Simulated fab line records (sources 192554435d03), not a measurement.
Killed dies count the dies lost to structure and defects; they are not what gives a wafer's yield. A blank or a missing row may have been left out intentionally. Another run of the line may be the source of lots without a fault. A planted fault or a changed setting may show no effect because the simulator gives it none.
Comparing a struck lot with a sound one	flow n5 finfet	16 out of 1938 route steps
Sound: these wafers, L238.1, L238.2, L238.5. Struck: wafer L229.1. (L229.2 of the same lot was not struck and is left out.) The cause comes at the end.
Each step with rows lists, per side, the tool, then ch with its chambers, then its first start. Under that, the readings that differ: sound wafers	struck wafers	difference of the means	sigmas: that difference in standard deviations of wafers without a fault.
alike: readings with means less than 2 such deviations apart, plus words and numbers identical on both sides. not compared: withheld readings, readings lacking a value on some wafer, bounds such as >300 that could conceal the same value, and numbers that have no deviation in the record and whose values overlap.
The two part at a step that has a row with sigmas, a row that says differs or no value, or rows on one side only. Non-overlapping numbers with no deviation appear without sigmas and do not part them. A reading that every wafer of one side lacks parts them only if that side has two wafers or more.

N5_BEOL_M5_ALD_86: deposits TaN, pulse time 2 s, purge time 3 s, co reactant purge time 2 s.
  sound on ald metal-03 ch 1,3, day 12 07:38; struck on ald metal-02 ch 0, day 9 22:55
  alike: heater power w
then, 4 steps without rows for these wafers: N5_BEOL_M5_SURFACE_TREAT_87; N5_BEOL_M5_CVD_47 (deposits Co from CCTBA/H2, target thk 3 nm, time 216 s); N5_BEOL_M5_SPUTTER_48 (material Cu, target thk 15 nm, time 27.62 s); N5_BEOL_M5_ANNEAL_49 (time 1800 s).
N5_BEOL_M5_SPUTTER_81: material Cu, target thk 15 nm, time 27.62 s.
  sound on pvd sputter-03, day 12 09:25; struck on pvd sputter-03, day 10 00:49
  alike: throttle valve pct
N5_BEOL_M5_ANNEAL_82: time 1800 s.
  sound on pvd sputter-03, day 12 09:29; struck on pvd sputter-03, day 10 00:54
  alike: heater power w
N5_BEOL_M5_SPUTTER_83: material Cu, target thk 15 nm, time 27.62 s.
  sound on pvd sputter-03, day 12 10:30; struck on pvd sputter-03, day 10 01:54
  alike: throttle valve pct
then, 3 steps without rows for these wafers: N5_BEOL_M5_ANNEAL_84 (time 1800 s); N5_BEOL_M5_SPUTTER_88 (material Cu, target thk 15 nm, time 27.62 s); N5_BEOL_M5_ANNEAL_89 (time 1800 s).
N5_BEOL_M5_SPUTTER_90: material Cu, target thk 4.5 nm, time 8.29 s.
  sound on pvd sputter-03, day 12 12:40; struck on pvd sputter-03, day 10 04:05
  alike: throttle valve pct
N5_BEOL_M5_ECD_50: material Cu, target thk 300 nm.
  sound on ecd cu-01 ch 0,1, day 12 12:47; struck on ecd cu-02 ch 1, day 10 04:11
reading	sound	struck	difference	sigmas
model.Cu_of_BEOL_M5_ECD_50.thk nm (nm)	298.4 296 300	464.2	+166.1	
then, 1 step without rows for these wafers: N5_BEOL_M5_ANNEAL_51 (time 90 s).
N5_BEOL_M5_CMP_52: polishes, stops on SiCOH lowk, t overpolish 6.9 s, target thk 62 nm.
  sound on cmp-03 ch 0,2,3, day 12 13:22; struck on cmp-03 ch 2, day 10 05:24
reading	sound	struck	difference	sigmas
time to endpoint s (s)	60.4 62.1 58.4	89.7	+29.4	+10
  alike: motor current A
  not compared: pad life wafers
N5_BEOL_M5_THK_MEAS_53: measures by xrf.
  sound on film metro-02, day 12 13:35; struck on film metro-02, day 10 05:39
  alike: M5_THK

== WHERE THEY PART ==
Only at N5_BEOL_M5_CMP_52, as far as this record shows. Later steps at which nothing parts them and some readings are alike: N5_BEOL_M5_THK_MEAS_53.

WHY: the cause the simulator had injected
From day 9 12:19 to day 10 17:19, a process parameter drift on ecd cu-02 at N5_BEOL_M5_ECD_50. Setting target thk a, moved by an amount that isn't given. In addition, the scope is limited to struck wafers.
